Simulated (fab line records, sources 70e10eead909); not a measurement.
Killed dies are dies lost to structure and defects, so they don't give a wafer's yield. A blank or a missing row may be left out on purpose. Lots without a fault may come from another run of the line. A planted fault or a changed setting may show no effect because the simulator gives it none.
Chamber matching | flow nand_harc | NHARC_P_M0_DESCUM_14 on rie_diel-03: 4 sister chambers
The step chemistry O2, time 3 s. 8 wafers are shown with their chamber, then 9 later ones without.

WAFERS WITH THEIR CHAMBER
wafer  | chamber | showerhead_plenum_p_Torr (Torr) | oes_product_au (a.u.)
L081.6 | 0       | 1.78                            | 1.020
L085.1 | 1       | 1.82                            | 1.003
L085.3 | 0       | 1.78                            | 1.037
L086.1 | 2       | 2.01                            | 1.004
L086.2 | 1       | 1.81                            | 1.002
L087.1 | 2       | 2.01                            | 1.017
L087.4 | 3       | 2.03                            | 1.000
L087.6 | 3       | 2.03                            | 1.000

WAFERS WITHOUT THEIR CHAMBER
wafer  | showerhead_plenum_p_Torr (Torr) | oes_product_au (a.u.)
L095.1 | 1.78                            | 1.031
L095.3 | 2.01                            | 1.004
L095.6 | 1.81                            | 0.994
L094.1 | 2.01                            | 1.000
L094.2 | 2.03                            | 1.012
L094.5 | 1.81                            | 0.992
L097.3 | 1.78                            | 1.034
L097.4 | 2.03                            | 1.008
L097.6 | 1.81                            | 1.000

WHICH CHAMBER EACH WENT THROUGH
wafer  | from the rows above | in truth
L095.1 | 0                   | 0
L095.3 | 2                   | 2
L095.6 | 1                   | 1
L094.1 | 2                   | 2
L094.2 | 3                   | 3
L094.5 | 1                   | 1
L097.3 | 0                   | 0
L097.4 | 3                   | 3
L097.6 | 1                   | 1
Placed correctly: 9 of 9. Can't be placed from these rows: 0. Placed wrongly: 0.
How it was worked out, from the rows above alone: a wafer's distance from a chamber is the root of the sum, over the readings, of the square of ((its reading less the chamber's mean) divided by the reading's scatter). The wafer belongs to the nearest chamber; if the next one is less than 2 further off, it can't be placed. A chamber's mean is the mean of its shown wafers. The scatter: the root of (the sum of the squares of (reading less its chamber's mean) over the shown wafers, divided by (wafers less chambers)).
